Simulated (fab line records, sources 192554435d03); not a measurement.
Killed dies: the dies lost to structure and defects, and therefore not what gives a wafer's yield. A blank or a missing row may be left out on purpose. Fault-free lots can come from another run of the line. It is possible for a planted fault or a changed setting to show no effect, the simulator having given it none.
Lot-split experiment ; flow n5 finfet ; 21 wafers read from 7 lots, route of 1938 steps

## THE SPLIT
At N5_BEOL_M6_DEP_56 (deposits SiCN from 3MS/NH3, target thk 10 nm, time 17.5 s), the setting time s was moved away from the recipe's 17.5 s on 7 of the 21 wafers read, by -7.8% to +13.4%. For the rest of the wafers, this setting stayed at what the recipe calls for.

The reading is taken at the split's own step.

## THE READING
SiCN_of_BEOL_M6_DEP_56.thk nm (the simulator's own value, which no gauge read), in nm, at N5_BEOL_M6_DEP_56 (deposits SiCN from 3MS/NH3, target thk 10 nm, time 17.5 s). No usual value for it is given in the file. Here, 14 wafers ran the recipe; their average is 10.0 nm with a standard deviation of 0.25 nm.

wafer;tool, chamber at the split;time s as run, s;against the recipe;SiCN_of_BEOL_M6_DEP_56.thk nm, nm;against lot-mates on the recipe
L074.3;pecvd-04, 0,2;17.5;recipe;10;-
L074.6;pecvd-04, 0,2;17.5;recipe;10;-
L074.4;pecvd-04, 0;17.5;recipe;10.2;-
L078.1;pecvd-02, 0;18.6;+6.3%;10.4;+0.3
L078.2;pecvd-02, 2;17.5;recipe;9.8;-
L078.4;pecvd-02, 1;17.5;recipe;10.4;-
L083.4;pecvd-02, 1;17.5;recipe;10.6;-
L083.5;pecvd-02, 0;18.43;+5.3%;10.6;+0.0
L083.6;pecvd-02, 2;18.43;+5.3%;10.8;+0.2
L087.2;pecvd-03, 0;17.5;recipe;10;-
L087.3;pecvd-03, 1;17.5;recipe;9.8;-
L087.6;pecvd-03, 0;17.5;recipe;10.2;-
L089.2;pecvd-02, 1;17.5;recipe;10.2;-
L089.3;pecvd-02, 2;17.5;recipe;9.6;-
L089.4;pecvd-02, 2;19.09;+9.1%;10.8;+0.9
L091.2;pecvd-03, 2;17.5;recipe;10;-
L091.3;pecvd-03, 0,1;19.85;+13.4%;11.4;+1.4
L091.4;pecvd-03, 0,1;19.85;+13.4%;11.4;+1.4
L096.1;pecvd-03, 1;17.5;recipe;9.8;-
L096.4;pecvd-03, 2;16.14;-7.8%;9.2;-0.7
L096.6;pecvd-03, 1;17.5;recipe;10;-
Rows listing several chambers each stand for several wafers; the file does not say which wafer went through which chamber.

THE FIT
A straight line over all 21 wafers: SiCN_of_BEOL_M6_DEP_56.thk nm changes by +0.0992 nm for each +1% of time s; r = +0.91; the points scatter about the line by 0.23 nm.
The same after taking each lot's own level away (the mean of its wafers on the recipe; 21 wafers): +0.0928 nm for each +1%; r = +0.91; scatter 0.22 nm.
The reading moves by 1.2 nm for the largest change in time s, on that fit.
The span of the lots' own levels, 9.90 to 10.60 nm, comes to 2.8 times the standard deviation stated above.
Consequently the slope shifts little with the lot-to-lot level, the two slopes agreeing.
Check: for one of the wafers moved furthest among these (+13.4%), held out of the fit, the line's prediction against its lot-mates is +1.13 nm. It came out at +1.4 nm against them.

## THESE WAFERS: OTHER SPLITS
Other splits were also applied to these wafers ahead of the reading. Each is held against what the fit with the lots' levels taken away leaves over:
other split on the same wafers;wafers away from the commonest value;r with SiCN_of_BEOL_M6_DEP_56.thk nm (lot level and that fit taken away)
N5_BEOL_M5_ALD_86 co reactant pulse time s;5;+0.20
N5_BEOL_M6_ETCH_62 time s;5;-0.03

## THE FILE'S OWN FIT
SiCN_of_BEOL_M6_DEP_56.thk nm changes by +0.0891 nm for each +1% of time s, r = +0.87.
